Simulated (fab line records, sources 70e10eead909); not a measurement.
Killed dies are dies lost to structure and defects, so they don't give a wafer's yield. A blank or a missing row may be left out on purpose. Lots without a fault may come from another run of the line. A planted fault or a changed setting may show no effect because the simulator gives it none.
A struck lot beside a sound one | flow nand_harc | 40 steps out of a route of 1159
Sound: wafers L582.1, L582.2, L582.6. Struck: wafers L592.2, L592.4. The cause comes at the end.
At each step with rows: each side's tool, then ch and its chambers, then its first start. Under that, the readings that differ: sound wafers | struck wafers | difference of the means | sigmas: that difference in standard deviations of wafers without a fault.
alike: readings whose means differ by less than 2 such deviations, and words and numbers that are the same on both sides. not compared: withheld readings, readings that some wafer has no value for, bounds like >300 that may hide the same value, and numbers for which the record gives no deviation and whose values overlap.
The two part at a step that has a row with sigmas, a row that says differs or no value, or rows on one side only. Numbers that don't overlap but have no deviation are shown without sigmas and don't part them. A reading that every wafer of one side lacks parts them only if that side has two wafers or more.

NHARC_P_BONDPAD_OVL_MEAS_38:
  sound on overlay-01, day 7 19:28; struck on overlay-02, day 10 02:53
  alike: overlay_x_nm, overlay_y_nm
then, 2 steps without rows for these wafers: NHARC_P_BONDPAD_HARDBAKE_10 (time 65 s); NHARC_P_BONDPAD_DESCUM_11 (chemistry O2, time 3 s).
NHARC_P_BONDPAD_ETCH_37: etches the open film in N2/H2, target depth 60 nm, overetch 18 nm, time 65.91 s.
  sound on rie_diel-07 ch 0,3, day 7 19:42; struck on rie_diel-07 ch 0,1, day 10 03:06
  alike: chamber_pressure_mTorr, drypump_motor_current_A, oes_product_au, rf_fwd_power_W, rf_vpp_V, showerhead_plenum_p_Torr, throttle_valve_pct
  not compared: rf_hours_counter_h
NHARC_P_BONDPAD_ETCH_12: etches the open film in CHF3/O2, target depth 200 nm, time 100 s.
  sound on rie_diel-07 ch 0,1; struck on rie_diel-07 ch 0,2
  alike: chamber_pressure_mTorr, drypump_motor_current_A, oes_product_au, rf_fwd_power_W, rf_vpp_V, showerhead_plenum_p_Torr, throttle_valve_pct
  not compared: rf_hours_counter_h
NHARC_P_BONDPAD_CD_MEAS_13:
  sound on cd_sem-01, day 7 19:56; struck on cd_sem-01, day 10 03:20
  alike: cd_nm
then, 3 steps without rows for these wafers: NHARC_P_BONDPAD_STRIP_15 (strips in O2); NHARC_P_BONDPAD_ETCH_24 (etches the open film in CF4/N2, target depth 30 nm, time 72.99 s); NHARC_P_BONDPAD_STRIP_16 (strips in post etch residue remover, time 600 s).
NHARC_P_BONDPAD_DEGAS_25: time 60 s.
  sound on pvd_sputter-02, day 7 20:34; struck on pvd_sputter-01, day 10 03:58
  alike: heater_power_w
NHARC_P_BONDPAD_PRE_CLEAN_26: time 30 s.
  sound on pvd_sputter-02; struck on pvd_sputter-01
  alike: heater_power_w
then, 1 step without rows for these wafers: NHARC_P_BONDPAD_PVD_17 (deposits TaN, target thk 5 nm, time 8.06 s).
NHARC_P_BONDPAD_PVD_27: deposits Cu, target thk 30 nm, time 20.49 s.
  sound on pvd_sputter-02, day 7 20:47; struck on pvd_sputter-01, day 10 04:21
  alike: cathode_dc_power_W, throttle_valve_pct
then, 4 steps without rows for these wafers: NHARC_P_BONDPAD_ECD_18 (material Cu, target thk 400 nm); NHARC_P_BONDPAD_ANNEAL_28 (time 90 s); NHARC_P_BONDPAD_CMP_19 (polishes, t overpolish 30 s, cu recess touch 16 s, target thk 160.81 nm); NHARC_P_BONDPAD_SRD_21 (time 30 s, dry time 20 s).
NHARC_P_BONDPAD_INSPECT_23:
  sound on defect_inspect-02, day 7 22:16; struck on defect_inspect-01, day 10 05:46
  alike: raw_defect_count
then, 3 steps without rows for these wafers: NHARC_P_BONDPAD_ACTIVATE_29 (chemistry N2, time 60 s); NHARC_P_BONDPAD_PRECLEAN_30 (cleans in DIW, time 300 s); NHARC_P_BONDPAD_SRD_31 (time 30 s, dry time 20 s).
NHARC_A_START_INSPECT_01:
  the record has rows for the sound wafers here (defect_inspect-01, day 7 22:43) and none for the struck ones
then, 11 steps without rows for these wafers: NHARC_A_ZERO_WELL_PRECLEAN_00 (cleans in SPM, time 600 s); NHARC_A_ZERO_WELL_SRD_01; NHARC_A_ZERO_WELL_DEHYDRATE_02 (time 120 s); NHARC_A_ZERO_WELL_HMDS_03 (time 30 s); NHARC_A_ZERO_WELL_COAT_18 (time 65 s); NHARC_A_ZERO_WELL_COAT_04 (resist thk 600 nm); NHARC_A_ZERO_WELL_SOFTBAKE_05 (time 70 s); NHARC_A_ZERO_WELL_EBR_06; NHARC_A_ZERO_WELL_EXPOSE_07 (exposes mask A ZERO); NHARC_A_ZERO_WELL_PEB_08 (peb time 80 s); NHARC_A_ZERO_WELL_DEVELOP_09 (time 50 s).
NHARC_A_ZERO_WELL_CD_MEAS_10: target cd 2000 nm.
  the record has rows for the sound wafers here (cd_sem-03 ch 0, day 7 23:35) and none for the struck ones
then, 1 step without rows for these wafers: NHARC_A_ZERO_WELL_HARDBAKE_11 (time 65 s).
NHARC_A_ZERO_WELL_DESCUM_12: chemistry O2, time 3 s.
  the record has rows for the sound wafers here (rie_diel-10 ch 2,3, day 7 23:44) and none for the struck ones
then, 3 steps without rows for these wafers: NHARC_A_ZERO_WELL_ETCH_19 (etches the open film in N2/H2, target depth 80 nm, overetch 24 nm, time 87.88 s); NHARC_A_ZERO_WELL_ETCH_13 (etches the open film in HBr/Cl2, target depth 120 nm, time 40.1 s); NHARC_A_ZERO_WELL_STRIP_14 (strips in SPM, time 900 s).
-- the record jumps here: 13 days lie between the struck wafers' starts before and after (it left off in module A_ZERO_WELL and takes up again in module END, whose first step shown is number 1159 of the route) --
NHARC_END_SORT_01:
  the record has rows for the struck wafers here (prober-02 ch 0, day 23 13:11) and none for the sound ones

WHERE THEY PART
First at NHARC_A_START_INSPECT_01; last, within this record, at NHARC_END_SORT_01.

WHY: what the simulator had put in
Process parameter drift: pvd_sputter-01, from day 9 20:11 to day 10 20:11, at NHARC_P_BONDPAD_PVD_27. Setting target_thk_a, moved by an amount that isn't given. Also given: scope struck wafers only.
